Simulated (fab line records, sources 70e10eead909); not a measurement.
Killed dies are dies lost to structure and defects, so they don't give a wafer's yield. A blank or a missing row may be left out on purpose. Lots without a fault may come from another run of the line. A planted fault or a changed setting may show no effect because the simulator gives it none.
A struck lot beside a sound one | flow nand_harc | 23 steps out of a route of 1159
Sound: wafers L281.1, L281.2, L281.3. Struck: wafer L293.5. (L293.3, L293.6 of the same lot were not struck and are left out.) The cause comes at the end.
At each step with rows: each side's tool, then ch and its chambers, then its first start. Under that, the readings that differ: sound wafers | struck wafers | difference of the means | sigmas: that difference in standard deviations of wafers without a fault.
alike: readings whose means differ by less than 2 such deviations, and words and numbers that are the same on both sides. not compared: withheld readings, readings that some wafer has no value for, bounds like >300 that may hide the same value, and numbers for which the record gives no deviation and whose values overlap.
The two part at a step that has a row with sigmas, a row that says differs or no value, or rows on one side only. Numbers that don't overlap but have no deviation are shown without sigmas and don't part them. A reading that every wafer of one side lacks parts them only if that side has two wafers or more.

NHARC_P_M1_INSPECT_27:
  sound on defect_inspect-01, day 5 21:44; struck on defect_inspect-01, day 9 11:28
  alike: raw_defect_count
NHARC_P_M1_PRE_CLEAN_32: time 12 s.
  sound on pecvd-02 ch 0,1,2, day 5 21:48; struck on pecvd-01 ch 1, day 9 11:33
  alike: heater_power_w
NHARC_P_M1_DEP_33: deposits SiCN, target thk 30 nm.
  sound on pecvd-02 ch 0,1,2, day 5 21:53; struck on pecvd-01 ch 1, day 9 11:41
  alike: heater_power_w, showerhead_vpp_V
then, 8 steps without rows for these wafers: NHARC_P_M2_DEP_00 (deposits SiOC, target thk 182.5 nm); NHARC_P_M2_DEHYDRATE_01 (time 120 s); NHARC_P_M2_HMDS_02 (time 30 s); NHARC_P_M2_COAT_34 (time 65 s); NHARC_P_M2_COAT_03 (resist thk 90 nm); NHARC_P_M2_SOFTBAKE_04 (time 55 s); NHARC_P_M2_EBR_05; NHARC_P_M2_EXPOSE_06 (exposes mask P M2, target cd 170 nm).
NHARC_P_M2_PEB_07: peb time 65 s.
  sound on litho_track-01 ch 0, day 5 22:55; struck on litho_track-01 ch 0, day 9 12:56
then, 1 step without rows for these wafers: NHARC_P_M2_DEVELOP_08 (develop time 35 s).
NHARC_P_M2_CD_MEAS_09: target cd 170 nm.
  sound on cd_sem-03 ch 0, day 5 23:00; struck on cd_sem-03 ch 0, day 9 13:01
  reading    | sound             | struck | difference | sigmas
  cd_nm (nm) | 169.4 169.6 170.0 | 187.5  | +17.8      | +38
NHARC_P_M2_OVL_MEAS_10: pitch 340 nm.
  sound on overlay-01, day 5 23:05; struck on overlay-01, day 9 13:06
  reading           | sound       | struck | difference | sigmas
  overlay_y_nm (nm) | 0.2 0.6 0.8 | -1.1   | -1.6       | -2
  alike: overlay_x_nm
NHARC_P_M2_INSPECT_11:
  sound on defect_inspect-02, day 5 23:08; struck on defect_inspect-01, day 9 13:08
  reading          | sound | struck | difference | sigmas
  raw_defect_count | 1 1 5 | 8      | +6         | +2
NHARC_P_M2_DESCUM_14: chemistry O2, time 3 s.
  sound on rie_diel-06 ch 0,2, day 5 23:25; struck on rie_diel-06 ch 0, day 9 13:13
  reading               | sound             | struck | difference | sigmas
  model.P_M2.cd_nm (nm) | 169.1 169.6 170.1 | 187.5  | +17.9      |
  alike: drypump_motor_current_A, oes_product_au, rf_vpp_V, showerhead_plenum_p_Torr, throttle_valve_pct
  not compared: rf_hours_counter_h
NHARC_P_M2_ETCH_35: etches the open film in N2/H2, target depth 40 nm, overetch 12 nm, time 43.94 s.
  sound on rie_diel-06 ch 0,2, day 5 23:48; struck on rie_diel-06 ch 0, day 9 13:18
  alike: bias_w, drypump_motor_current_A, oes_product_au, rf_vpp_V, showerhead_plenum_p_Torr, throttle_valve_pct
  not compared: rf_hours_counter_h
NHARC_P_M2_ETCH_15: etches the open film in C4F8/Ar, target depth 182.5 nm, time 91.2 s.
  sound on rie_diel-06 ch 0,2,3, day 5 23:55; struck on rie_diel-06 ch 0
  alike: bias_w, oes_product_au, rf_vpp_V
  not compared: rf_hours_counter_h
NHARC_P_M2_CD_MEAS_16:
  sound on cd_sem-03, day 6 00:04; struck on cd_sem-01, day 9 13:31
  reading    | sound             | struck | difference | sigmas
  cd_nm (nm) | 168.9 169.9 170.0 | 188.0  | +18.4      | +30
NHARC_P_M2_STRIP_18: strips in N2/H2.
  sound on rie_diel-06 ch 0,2,3, day 6 00:08; struck on rie_diel-06 ch 1, day 9 13:40
  reading                | sound                | struck | difference | sigmas
  rf_vpp_V (V)           | 91.8 89.1 90.9       | 93.4   | +2.8       | +3
  throttle_valve_pct (%) | 14.168 14.148 14.155 | 14.175 | +0.018     | +2
  alike: drypump_motor_current_A, oes_product_au, showerhead_plenum_p_Torr
  not compared: rf_hours_counter_h
NHARC_P_M2_ETCH_28: etches the open film in CF4/N2, target depth 30 nm, time 72.99 s.
  sound on rie_diel-06 ch 0,2,3; struck on rie_diel-06 ch 3
  reading               | sound             | struck | difference | sigmas
  model.P_M2.cd_nm (nm) | 169.2 169.3 170.5 | 187.7  | +18.0      |
  alike: bias_w, cf4_flow_sccm, drypump_motor_current_A, oes_product_au, rf_vpp_V, showerhead_plenum_p_Torr, throttle_valve_pct
  not compared: rf_hours_counter_h
then, 1 step without rows for these wafers: NHARC_P_M2_STRIP_19 (strips in post etch residue remover, time 600 s).

WHERE THEY PART
First at NHARC_P_M2_CD_MEAS_09; last, within this record, at NHARC_P_M2_STRIP_18. Later steps at which nothing parts them and some readings are alike: NHARC_P_M2_ETCH_28.

WHY: what the simulator had put in
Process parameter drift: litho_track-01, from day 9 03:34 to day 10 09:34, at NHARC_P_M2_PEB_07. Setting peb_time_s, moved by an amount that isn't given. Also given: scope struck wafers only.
